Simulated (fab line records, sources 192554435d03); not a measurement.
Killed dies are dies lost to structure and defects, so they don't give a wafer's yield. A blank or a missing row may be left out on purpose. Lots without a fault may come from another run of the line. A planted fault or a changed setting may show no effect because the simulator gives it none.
Chamber matching | flow n5_finfet | N5_BEOL_M5_ETCH_75 on rie_diel-02: 4 sister chambers
The step etches underlayer in N2/H2, target depth 6.5 nm, time 5.2 s. 8 wafers are shown with their chamber, then 7 later ones without.

WAFERS WITH THEIR CHAMBER
wafer  | chamber | drypump_motor_current_A (A) | etch_rf_on_time_s (s)
L078.3 | 0       | 5.0                         | 4.91
L079.4 | 3       | 6.5                         | 5.37
L084.3 | 2       | 6.8                         | 5.37
L084.4 | 0       | 5.0                         | 4.89
L087.3 | 2       | 6.7                         | 5.38
L087.6 | 1       | 6.2                         | 5.37
L088.2 | 3       | 6.5                         | 5.38
L088.3 | 1       | 6.2                         | 5.35

WAFERS WITHOUT THEIR CHAMBER
wafer  | drypump_motor_current_A (A) | etch_rf_on_time_s (s)
L088.5 | 6.4                         | 5.36
L089.1 | 6.2                         | 5.35
L089.2 | 6.5                         | 5.36
L089.4 | 6.8                         | 5.42
L095.1 | 6.2                         | 5.43
L095.3 | 5.0                         | 4.91
L095.4 | 6.5                         | 5.41

WHICH CHAMBER EACH WENT THROUGH
wafer  | from the rows above | in truth
L088.5 | 3                   | 3
L089.1 | 1                   | 1
L089.2 | 3                   | 3
L089.4 | 2                   | 2
L095.1 | 1                   | 1
L095.3 | 0                   | 0
L095.4 | 3                   | 3
Placed correctly: 7 of 7. Can't be placed from these rows: 0. Placed wrongly: 0.
How it was worked out, from the rows above alone: a wafer's distance from a chamber is the root of the sum, over the readings, of the square of ((its reading less the chamber's mean) divided by the reading's scatter). The wafer belongs to the nearest chamber; if the next one is less than 2 further off, it can't be placed. A chamber's mean is the mean of its shown wafers. The scatter: the root of (the sum of the squares of (reading less its chamber's mean) over the shown wafers, divided by (wafers less chambers)).
